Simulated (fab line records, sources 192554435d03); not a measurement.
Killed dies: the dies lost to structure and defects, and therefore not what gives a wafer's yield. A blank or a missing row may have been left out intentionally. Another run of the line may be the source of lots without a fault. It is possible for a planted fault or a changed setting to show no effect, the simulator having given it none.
fab line records    flow n5-finfet
record: lots: 4  wafers: 12  last-day: 16
route steps=1938 shown BEOL_M4@1099 BEOL_M5@1112 TV_OPEN@1890 PASSIVATION@1936
lots that met no fault: taken from a fault-free run of the same line
start-h: hours from the record's first day to the start of the lot's first wafer shown    wait-h: hours since the lot's step before    " same as the row above    L1.1+2: one row covering several wafers at once    - no value present, or no start provided    * or withheld: withheld    < > ~ a bound
route shown NAME@n: names a module that has steps shown in the file, with the first one's number in the route    usual: mean/standard deviation of fault-free wafers    same: alike in all rows    chamber/n: place in a boat    sites: per-site readings    _std_site: standard deviation across them    _edge_site: outer sites' mean less inner sites'    radius-mm: for every site, how far away it sits from the centre of the wafer    mask NAME#n: copy n    behind: the most recent tool/chamber to have shaped the wafer    hold: what put the lot on hold/how long, in hours/how the hold closed    device: which transistor (n, p or np) failed to switch    end of line: tests run on the same wafers once the route is complete    where a step has no rows: the recipe by itself    killed: at the first sort, the dies lost to defects and structure; wafer yield is something else    map: per-die view of a wafer (x killed, . not killed, _ where there is no die)
set.NAME: the setting that was run; set.NAME@STEP: the one run at that earlier step    model.NAME: the simulator's own value behind a step, which no gauge read
lots at selected steps of the route; one table per step, one row per wafer
services: the hour from which a tool's chamber was out of use, counted from the record's first day as start-h (under 0 if before that day), plus the number of hours and why
== steps ==
step: N5_BEOL_M4_ANNEAL_95
recipe: temp-c: 400  time-s: 240  ambient: vacuum
step: N5_BEOL_M4_SPUTTER_96
recipe: material: Cu  target-thk-a: 45  temp-c: -20  chamber-pressure-pa: 0.07  power-w: withheld  time-s: 8.29
step: N5_BEOL_M4_ECD_50
recipe: material: Cu  target-thk-a: 3000
step: N5_BEOL_M4_ANNEAL_51
recipe: temp-c: 225  time-s: 90  ambient: N2
step: N5_BEOL_M4_CMP_52
recipe: stop-on: SiOC  t-overpolish-s: 6.8  down-force-psi: 1  platen-rpm: 50  clearing-platen-down-force-psi: 1.5  clearing-platen-rpm: 50  post-cmp-clean: cu-alkaline  target-thk-nm: 40  clearing-platen-pad-velocity-m-s: 0.99484  pad-velocity-m-s: 0.99484
step: N5_BEOL_M4_PRE_CLEAN_60
recipe: gas: NH3/H2  time-s: 15  temp-c: *  rf-power-w: 300
step: N5_BEOL_M4_CO_CAP_55
recipe: material: Co  target-thk-a: 20  temp-c: 200  precursor: CCTBA/H2  pressure-torr: 30  time-s: 102.1
step: N5_BEOL_M4_PRE_CLEAN_56
recipe: gas: NH3  time-s: 15  temp-c: withheld  rf-power-w: 300
step: N5_BEOL_M4_DEP_57
recipe: material: SiCN  target-thk-a: 80  temp-c: withheld  precursor: 3MS/NH3  pressure-torr: 3  rf-w: 202  time-s: 14
step: N5_BEOL_M4_RC_MEAS_101
usual: DIBL_N: 36.4/1.7  DIBL_P: 36.4/2.1  IOFF_N: 0.16/0.035  IOFF_P: 0.21/0.035  ION_N: 680/11  ION_P: 465/6.8  SS_N: 71.5/0.58  SS_P: 73.2/0.72  VT_N: 249/3.6  VT_P: -250/3.1
lot.wafer  tool       chamber  start-h  wait-h  DIBL_N[mV/V]  DIBL_P[mV/V]  IOFF_N[nA/um]  IOFF_P[nA/um]  ION_N[uA/um]  ION_P[uA/um]  SS_N[mV/dec]  SS_P[mV/dec]  VT_N[mV]  VT_P[mV]
L639.1     prober-01  0        256.36   0.0     38.0          39.4          0.18           0.23           689           468           71.3          74.0          247       -252
L639.2     "          0        "        "       36.8          37.1          0.15           0.18           663           451           71.1          73.1          253       -254
L639.4     "          0        "        "       35.9          36.7          0.14           0.18           674           464           70.7          73.3          251       -253
L640.4     prober-02  0        261.21   0.5     31.2          31.1          0.10           0.14           662           459           70.3          71.5          254       -257
L640.5     "          0        "        "       33.8          34.0          0.12           0.16           668           455           70.9          72.2          253       -256
L640.6     "          0        "        "       33.3          34.3          0.13           0.17           671           464           70.7          72.3          251       -252
L642.3     prober-02  0        273.73   0.3     36.0          37.0          0.15           0.21           673           468           71.5          72.6          249       -248
L642.5     "          0        "        "       36.6          38.2          0.16           0.22           677           466           71.3          73.0          250       -249
L642.6     "          0        "        "       34.9          35.5          0.12           0.18           669           461           71.4          72.3          255       -250
L643.4     prober-02  0        279.37   0.5     36.5          36.7          0.16           0.20           685           468           72.0          73.7          247       -250
L643.5     "          0        "        "       34.5          34.0          0.12           0.15           672           455           71.4          73.0          254       -255
L643.6     "          0        "        "       37.0          37.9          0.17           0.21           676           461           71.5          73.7          249       -252
step: N5_BEOL_M5_ILD_DEP_00
recipe: material: SiCOH_lowk  target-thk-a: 1406.4  temp-c: 300  precursor: DEMS/porogen  pressure-torr: 5  rf-w: 500  time-s: 25.9
step: N5_BEOL_M5_CURE_79
recipe: temp-c: 385  time-s: 240  ambient: He/Ar  material: SiCOH_lowk
step: N5_BEOL_M5_PECVD_70
recipe: material: SiO2  target-thk-a: 160  temp-c: 400  precursor: TEOS/O2  pressure-torr: 5.5  rf-w: 450  teos-flow-sccm: 53.8  gas: O2  flow-sccm: 3000  time-s: 18
step: N5_BEOL_M5_HM_DEP_02
recipe: material: TiN  target-thk-a: 200  temp-c: 25  chamber-pressure-pa: 0.49996
step: N5_BEOL_M5_COAT_59
recipe: resist: SOC  temp-c: 250  time-s: 60  spin-rpm: 1500  resist-thk-nm: 60
step: N5_BEOL_M5_COAT_60
recipe: resist: SiARC  temp-c: 220  time-s: 60  spin-rpm: 1500  resist-thk-nm: 12
step: N5_BEOL_M5_COAT_71
recipe: resist: underlayer  temp-c: 205  time-s: 60  spin-rpm: 1500  resist-thk-nm: 5
step: N5_BEOL_M5_COAT_05
recipe: resist: CAR-EUV  spin-rpm: 1500  resist-thk-nm: 30
step: N5_BEOL_M5_EBR_07
recipe: solvent: PGMEA  ebr-width-mm: 1.5
step: N5_BEOL_M5_SOFTBAKE_06
recipe: temp-c: 110  time-s: 60  resist: CAR-EUV
step: N5_BEOL_M5_EXPOSE_08
recipe: mask-id: M5  na: 0.33  source-shape: annular  sigma-inner: 0.4  sigma-outer: 0.8  polarization: unpolarized  target-cd-nm: 28  dose-mj: 35.75
step: N5_BEOL_M5_PEB_09
recipe: peb-temp-c: 100  peb-time-s: 60  resist: CAR-EUV
step: N5_BEOL_M5_DEVELOP_10
recipe: develop-time-s: 30  developer: TMAH  resist: CAR-EUV  rinse-liquid: surfactant-rinse  dry: air-spin  dev-temp-c: 23
step: N5_BEOL_M5_DESCUM_16
recipe: chemistry: O2  time-s: 7  source-power-w: 50  bias-power-w: 20  pressure-mtorr: 20  rf-frequency-hz: 2.712e+07  temp-c: 40  resist: CAR-EUV  o2-flow-sccm: 225
step: N5_BEOL_M5_ETCH_72
recipe: chemistry: N2/H2  target: underlayer  target-depth-a: 65  mask-material: CAR-EUV  time-s: 5.2  ion-energy-ev: 200  pressure-mtorr: 30  source-w: 840  bias-w: 150  n2-flow-sccm: 200  h2-flow-sccm: 200  ends: cleared
step: N5_BEOL_M5_ETCH_61
recipe: chemistry: CF4  target: SiARC  target-depth-a: 156  mask-material: CAR-EUV  time-s: 26  ion-energy-ev: 80  pressure-mtorr: 40  source-w: 545  bias-w: 36  Ar_flow_sccm: 100  cf4-flow-sccm: 100  ends: cleared
step: N5_BEOL_M5_ETCH_62
recipe: chemistry: N2/H2  target: SOC  target-depth-a: 750  overetch-a: 150  mask-material: SiARC  temp-c: 40  time-s: 112.5  ion-energy-ev: 200  pressure-mtorr: 30  source-w: 840  bias-w: 150  n2-flow-sccm: 200  h2-flow-sccm: 200
step: N5_BEOL_M5_STRIP_63
recipe: chemistry: N2/H2  temp-c: 40  n2-flow-sccm: 200  h2-flow-sccm: 200  rf-frequency-hz: 6e+07
step: N5_BEOL_M5_STRIP_73
recipe: chemistry: N2/H2  temp-c: 40  n2-flow-sccm: 200  h2-flow-sccm: 200  rf-frequency-hz: 6e+07
step: N5_BEOL_M5_STRIP_64
recipe: chemistry: CF4  resist: SiARC  power-w: 300  bias-power-w: 75  pressure-mtorr: 50  cf4-flow-sccm: 150  rf-frequency-hz: 6e+07
step: N5_BEOL_M5_HM_OPEN_17
recipe: chemistry: Cl2/BCl3  target-depth-a: 200  overetch-a: 60  target: TiN  mask-material: SOC  ion-energy-ev: 150  pressure-mtorr: 10  icp-w: 1000  bias-w: 126  Cl2_flow_sccm: 53.25  bcl3-flow-sccm: 21.75  Ar_flow_sccm: 25
step: N5_BEOL_M5_STRIP_19
recipe: chemistry: O2  power-w: 400  temp-c: 40  pressure-mtorr: 30  rf-frequency-hz: 6e+07  bias-power-w: 0  overash-fraction: 0.2  o2-flow-sccm: 225
step: N5_BEOL_M5_COAT_65
recipe: resist: SOC  temp-c: 250  time-s: 60  spin-rpm: 1500  resist-thk-nm: 60
step: N5_BEOL_M5_COAT_66
recipe: resist: SiARC  temp-c: 220  time-s: 60  spin-rpm: 1500  resist-thk-nm: 12
step: N5_PASSIVATION_ETCH_15
recipe: chemistry: CF4/N2  target: SiCN  target-depth-a: 750  taper-deg: 2  time-s: 81.2  ion-energy-ev: 150  mask-material: SiNx  pressure-mtorr: 40  source-w: 430  bias-w: 70  Ar_flow_sccm: 100  cf4-flow-sccm: 60  n2-flow-sccm: 60
usual: chamber-pressure-mTorr: 40.00/0.037  drypump-motor-current-A: 5.40/0.27  oes-product-au: 0.80/0.091  rf-vpp-V: 382.4/1.4  showerhead-plenum-p-Torr: 2.21/0.052  throttle-valve-pct: 15.41/0.25
lot.wafer  tool         chamber  start-h  wait-h  chamber-pressure-mTorr  drypump-motor-current-A  oes-product-au  rf-hours-counter-h  rf-vpp-V  showerhead-plenum-p-Torr  throttle-valve-pct  model.etch.depth-nm
L640.4     rie-diel-05  0        360.38   -       40.04                   5.04                     0.89            45                  381.8     2.25                      15.45               65.51
L640.5     "            0        "        "       39.99                   5.05                     0.90            -                   383.4     2.25                      15.46               65.69
L640.6     "            3        "        "       40.00                   5.31                     0.57            -                   382.7     2.17                      15.58               46.44
L639.1     rie-diel-05  0        360.86   -       39.98                   4.99                     0.90            45                  383.1     2.25                      15.45               65.92
L639.2     "            2        "        "       40.03                   5.69                     0.89            55                  382.7     2.25                      15.19               69.12
L639.4     "            3        "        "       39.98                   5.30                     0.57            219                 382.1     2.17                      15.59               46.59
L642.3     rie-diel-03  2        372.23   -       40.07                   5.25                     0.87            34                  380.9     2.16                      15.24               65.12
L642.5     "            3        "        "       40.02                   5.18                     0.88            -                   381.9     2.25                      15.36               66.41
L642.6     "            2        "        "       40.00                   5.29                     0.88            -                   382.0     2.16                      15.22               65.08
L643.4     rie-diel-06  1        377.30   -       40.06                   5.44                     0.84            54                  383.4     2.24                      15.28               65.95
L643.5     "            3        "        "       40.02                   5.35                     0.67            -                   382.2     2.19                      15.76               63.57
L643.6     "            0        "        "       40.00                   5.06                     0.70            -                   384.2     2.28                      15.50               65.55
step: N5_PASSIVATION_PROBE_49
usual: defect-limited-yield: 91.3/1.4  killed_at_M0_to_M3: 36/11  killed_at_M4_up: 13/5.2  killed-at-contacts: 13/6.5  killed-at-front-end: 37/11  killed-at-other: 3.6/2.9  killed-dies: 103/17  killed-on-rim: 13/3.6  killed-open: 68/12  killed-short: 33/7.3  sort_bin_5_function: 5.2/0.91  sort_bin_6_memory: 3.2/0.67  sort-n-pass: 1077/17  sort-yield-pct: 91.3/1.4
same: gross-dies: 1180  killed-at-back-side: 0  sort_bin_4_leakage[%]: 0  sort_bin_8_speed[%]: 0
lot.wafer  tool       chamber  start-h  wait-h  defect-limited-yield[%]  killed_at_M0_to_M3  killed_at_M4_up  killed-at-contacts  killed-at-front-end  killed-at-other  killed-dies  killed-on-rim  killed-open  killed-short  sort_bin_5_function[%]  sort_bin_6_memory[%]  sort-n-pass  sort-yield-pct[%]
L639.1     prober-01  -        367.10   0.0     91.5                     26                  28               6                   35                   5                100          16             57           41            5.1                     3.1                   1080         91.5
L639.2     prober-01  -        367.15   0.1     94.2                     11                  14               13                  31                   0                69           4              38           29            3.9                     1.6                   1111         94.2
L639.4     prober-01  -        367.25   0.2     0.3                      36                  19               22                  31                   1068             1176         148            74           37            96.8                    2.6                   4            0.3
L640.4     prober-02  -        367.27   0.2     90.4                     32                  22               10                  39                   10               113          9              77           35            5.7                     3.5                   1067         90.4
L640.5     prober-02  -        367.32   0.2     92.4                     27                  17               15                  23                   8                90           9              66           23            5.0                     2.5                   1090         92.4
L640.6     prober-02  -        367.37   0.3     0.1                      31                  21               16                  38                   1073             1179         151            79           29            95.9                    3.6                   1            0.1
killed by level:class
L639.1 BEOL_M4:geometric-particle:open=19 FIN_SAQP:geometric-particle:short=8 BEOL_M0_SAQP:geometric-particle:short=8 ILD0:geometric-particle:short=7 FIN_SAQP:geometric-particle:open=6 MOL_CONTACT_COAG:geometric-particle:open=6 BEOL_M0_SAQP:geometric-particle:open=6 STARTING-WAFER:geometric-particle:short=5
L639.2 MOL_CONTACT_COAG:geometric-particle:open=11 ILD0:geometric-particle:short=8 BEOL_M4:geometric-particle:open=8 FIN_SAQP:geometric-particle:short=7 FIN_SAQP:geometric-particle:open=4 STI_FIN_REVEAL:geometric-particle:open=4 BEOL_M0_SAQP:geometric-particle:short=3 FIN_CUT:geometric-particle:short=2
L639.4 TV_OPEN:area-etch=1064 MOL_CONTACT_COAG:geometric-particle:open=16 BEOL_M4:geometric-particle:open=11 BEOL_M0_SAQP:geometric-particle:open=8 BEOL_M2:geometric-particle:open=8 BEOL_M0_SAQP:geometric-particle:short=7 BEOL_M1:geometric-particle:open=7 ILD0:geometric-particle:open=6
L640.4 FIN_SAQP:geometric-particle:open=12 FIN_SAQP:geometric-particle:short=7 MOL_CONTACT_COAG:geometric-particle:open=7 BEOL_M1:geometric-particle:open=7 BEOL_M5:geometric-particle:open=7 BEOL_M0_SAQP:geometric-particle:open=5 BEOL_M2:geometric-particle:open=5 BEOL_M4:geometric-particle:open=5
L640.5 MOL_CONTACT_COAG:geometric-particle:open=12 BEOL_M1:geometric-particle:open=9 BEOL_M0_SAQP:geometric-particle:open=6 BEOL_M4:geometric-particle:open=6 BEOL_M2:geometric-particle:open=5 DUMMY_GATE:geometric-particle:open=4 BEOL_M5:geometric-particle:open=4 FIN_SAQP:geometric-particle:open=3
L640.6 TV_OPEN:area-etch=1071 MOL_CONTACT_COAG:geometric-particle:open=12 FIN_SAQP:geometric-particle:open=10 BEOL_M0_SAQP:geometric-particle:open=7 DUMMY_GATE:geometric-particle:open=7 BEOL_M0_SAQP:geometric-particle:short=7 BEOL_M1:geometric-particle:open=7 STI_FIN_REVEAL:geometric-particle:open=6
map L639.4 (x killed, . not)
_________________xxxxxxxxxxx.________________
______________xxxxxxxxxxxxxxxxxx_____________
___________xxxxxxxxxxxxxxxxxxxxxxxx__________
__________xxxxxxxxxxxxxxxxxxxxxxxxxx_________
________xxxxxxxxxxxxxxxxxxxxxxxxxxxxxx_______
_______xxxxxxxxxxxxxxxxxxxxxxxxxxxxxxxx______
______xxxxxxxxxxxxxxxxxxxxxxxxxxxxxxxxxx_____
_____xxxxxxxxxxxxxxxxxxxxxxxxxxxxxxxxxxxx____
____xxxxxxxxxxxxxxxxxxxxxxxxxxxxxxxxxxxxxx___
___xxxxxxxxxxxxxxxxxxxxxxxxxxxxxxxxxxxxxxxx__
___xxxxxxxxxxxxxxxxxxxxxxxxxxxxxxxxxxxxxxxx__
__xxxxxxxxxxxxxxxxxxxxxxxxxxxxxxxxxxxxxxxxxx_
__xxxxxxxxxxxxxxxxxxxxxxxxxxxxxxxxxxxxxxxxxx_
_xxxxxxxxxxxxxxxxxxxxxxxxxxxxxxxxxxxxxxxxxxxx
_xxxxxxxxxxxxxxxxxxxxxxxxxxxxxxxxxxxxxxxxxxxx
_xxxxxxxxxxxxxxxxxxxxxxxxxxxxxxxxxxxxxxxxxxxx
_xxxxxxxxxxxxxxxxxxxxxxxxxxxxxxxxxxxxxxxxxxxx
_xxxxxxxxxxxxxxxxxxxxxxxxxxxxxxxxxxxxxxxxxxxx
_xxxxxxxxxxxxxxxxxxxxxxxxxxxxxxxxxxxxxxxxxxxx
_xxxxxxxxxxxxxxxxxxxxxxxxxxxxxxxxxxxxxxxxxxxx
_xxxxxxxxxxxxxxxxxxxxxxxxxxxxxxxxxxxxxxxxxxxx
__xxxxxxxxxxxxxxxxxxxxxxxxxxxxxxxxxxxxxxxxxx_
__xxxxxxxxxxxxxxxxxxxxxxxxxxxxxxxxxxxxxxxxxx_
___xxxxxxxxxxxxxxxxxxxxxxxxxxxxxxxxxxxxxxxx__
___xxxxxxxxxxxxxxxxxxxxxxxxxxxxxxxxxxxxxxxx__
____xxxxxxxxxxxxxxxxxxxxxxxxxxxxxxxxxxxxxx___
_____xxxxxxxxxxxxxxxxxxxxxxxxxxxxxxxxxxxx____
______xxxxxxxxxxxxxxxxxxxxxxxxxxxxxxxxxx_____
_______xxxxxxxxxxxxxxxxxxxxxxxxxxxxxxxx______
________.xxxxxxxxxxxxxxxxxxxxxxxxxxxxx_______
__________x.xxxxxxxxxxxxxxxxxxxxxxxx_________
___________xxxxxxxxxxxxxxxxxxxxxxxx__________
______________x.xxxxxxxxxxxxxxxx_____________
_________________xxxxxxxxxxxx________________
map L640.6 (x killed, . not)
_________________xxxxxxxxxxxx________________
______________xxxxxxxxxxxxxxxxxx_____________
___________xxxxxxxxxxxxxxxxxxxxxxxx__________
__________xxxxxxxxxxxxxxxxxxxxxxxxxx_________
________xxxxxxxxxxxxxxxxxxxxxxxxxxxxxx_______
_______xxxxxxxxxxxxxxxxxxxxxxxxxxxxxxxx______
______xxxxxxxxxxxxxxxxxxxxxxxxxxxxxxxxxx_____
_____xxxxxxxxxxxxxxxxxxxxxxxxxxxxxxxxxxxx____
____xxxxxxxxxxxxxxxxxxxxxxxxxxxxxxxxxxxxxx___
___xxxxxxxxxxxxxxxxxxxxxxxxxxxxxxxxxxxxxxxx__
___xxxxxxxxxxxxxxxxxxxxxxxxxxxxxxxxxxxxxxxx__
__xxxxxxxxxxxxxxxxxxxxxxxxxxxxxxxxxxxxxxxxxx_
__xxxxxxxxxxxxxxxxxxxxxxxxxxxxxxxxxxxxxxxxxx_
_xxxxxxxxxxxxxxxxxxxxxxxxxxxxxxxxxxxxxxxxxxxx
_xxxxxxxxxxxxxxxxxxxxxxxxxxxxxxxxxxxxxxxxxxxx
_xxxxxxxxxxxxxxxxxxxxxxxxxxxxxxxxxxxxxxxxxxxx
_xxxxxxxxxxxxxxxxxxxxxxxxxxxxxxxxxxxxxxxxxxxx
_xxxxxxxxxxxxxxxxxxxxxxxxxxxxxxxxxxxxxxxxxxxx
_xxxxxxxxxxxxxxxxxxxxxxxxxxxxxxxxxxxxxxxxxxxx
_xxxxxxxxxxxxxxxxxxxxxxxxxxxxxxxxxxxxxxxxxxxx
_xxxxxxxxxxxxxxxxxxxxxxxxxxxxxxxxxxxxxxxxxxxx
__xxxxxxxxxxxxxxxxxxxxxxxxxxxxxxxxxxxxxxxxxx_
__xxxxxxxxxxxxxxxxxxxxxxxxxxxxxxxxxxxxxxxxxx_
___xxxxxxxxxxxxxxxxxxxxxxxxxxxxxxxxxxxxxxxx__
___xxxxxxxxxxxxxxxxxxxxxxxxxxxxxxxxxxxxxxxx__
____xxxxxxxxxxxxxxxxxxxxxxxxxxxxxxxxxxxxxx___
_____xxxxxxxxxxxxxxxxxxxxxxxxxxxxxxxxxxxx____
______xxxxxxxxxxxxxxxxxxxxxxxxxxxxxxxxxx_____
_______xxxxxxxxxxxxxxxxxxxxxxxxxxxxxxxx______
________.xxxxxxxxxxxxxxxxxxxxxxxxxxxxx_______
__________xxxxxxxxxxxxxxxxxxxxxxxxxx_________
___________xxxxxxxxxxxxxxxxxxxxxxxx__________
______________xxxxxxxxxxxxxxxxxx_____________
_________________xxxxxxxxxxxx________________
== services ==
tool         chamber  start-h  hours  kind
rie-diel-03  0        360.38   -      clean
rie-diel-03  0        360.38   -      consumable-replace:focus-ring
rie-diel-03  0        360.38   16.6   scheduled-down
rie-diel-03  0        360.38   16.6   vent-cycle
rie-diel-05  1        370.48   4.3    repair
rie-diel-05  1        375.69   6.9    repair
== key ==
first-sign: step: N5_PASSIVATION_PROBE_49  reading: killed-at-other  direction: up  sigmas: 99+  usual: 3.6  struck: 1070.5
effect: step: N5_PASSIVATION_PROBE_49  reading: sort_bin_5_function  direction: up  sigmas: 99+  usual: 5.2  struck: 96.4
model-effect: step: N5_PASSIVATION_ETCH_15  value: etch.depth-nm  without: 64.44  struck: 46.52
more-kills-born-at: N5_PASSIVATION_ETCH_15@rie-diel-05: 2135
met-at N5_PASSIVATION_ETCH_15
struck-wafers L639.4,L640.6
later-rows-left-out L639.4,L640.6
fault: kind: process-parameter-drift  tool: rie-diel-05  chamber: 3  onset-h: 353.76  steps: N5_PASSIVATION_ETCH_15  channel: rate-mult  offset: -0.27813  shape: step  end-h: 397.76
later-rows-left-out: the simulator's readings of these wafers behind a module that went badly wrong aren't trusted and aren't shown, but for the sort
